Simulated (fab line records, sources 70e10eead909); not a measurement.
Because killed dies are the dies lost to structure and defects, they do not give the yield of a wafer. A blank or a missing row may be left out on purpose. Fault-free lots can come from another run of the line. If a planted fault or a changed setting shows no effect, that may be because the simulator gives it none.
Matching of chambers ; flow nand-harc ; NHARC_A_CONTACT_ETCH_102 on rie-diel-03: 4 sister chambers
The step etches the open film in CF4/O2, target depth 70 nm, overetch 7 nm, time 38.5 s. 4 wafers are shown with their chamber, then 7 later ones without.

## WAFERS, EACH WITH ITS CHAMBER
wafer;chamber;drypump-motor-current-A (A)
L702.6;2;6.2
L701.1;0;5.1
L701.3;1;5.4
L701.5;3;5.7

## WAFERS WITH NO CHAMBER GIVEN
wafer;drypump-motor-current-A (A)
L700.3;5.1
L700.4;6.2
L700.5;6.2
L709.4;5.8
L709.6;5.4
L713.4;5.4
L713.6;5.4

## THE CHAMBER EACH PASSED THROUGH
wafer;from the rows above;in truth
L700.3;0;0
L700.4;2;2
L700.5;2;2
L709.4;3;3
L709.6;1;1
L713.4;1;1
L713.6;1;1
7 of 7 placed correctly. Number that these rows cannot place: 0. Number placed wrongly: 0.
How it was worked out, from the rows above alone: a wafer's distance from a chamber is the root of the sum, over the readings, of the square of ((its reading less the chamber's mean) divided by the reading's scatter). The wafer belongs to the nearest chamber; if the next one is less than 2 further off, it can't be placed. Each chamber's mean is taken over the wafers shown for it. The scatter: with one shown wafer a chamber, the root of the mean of the squares of how far each hidden wafer lies from its nearest shown one.
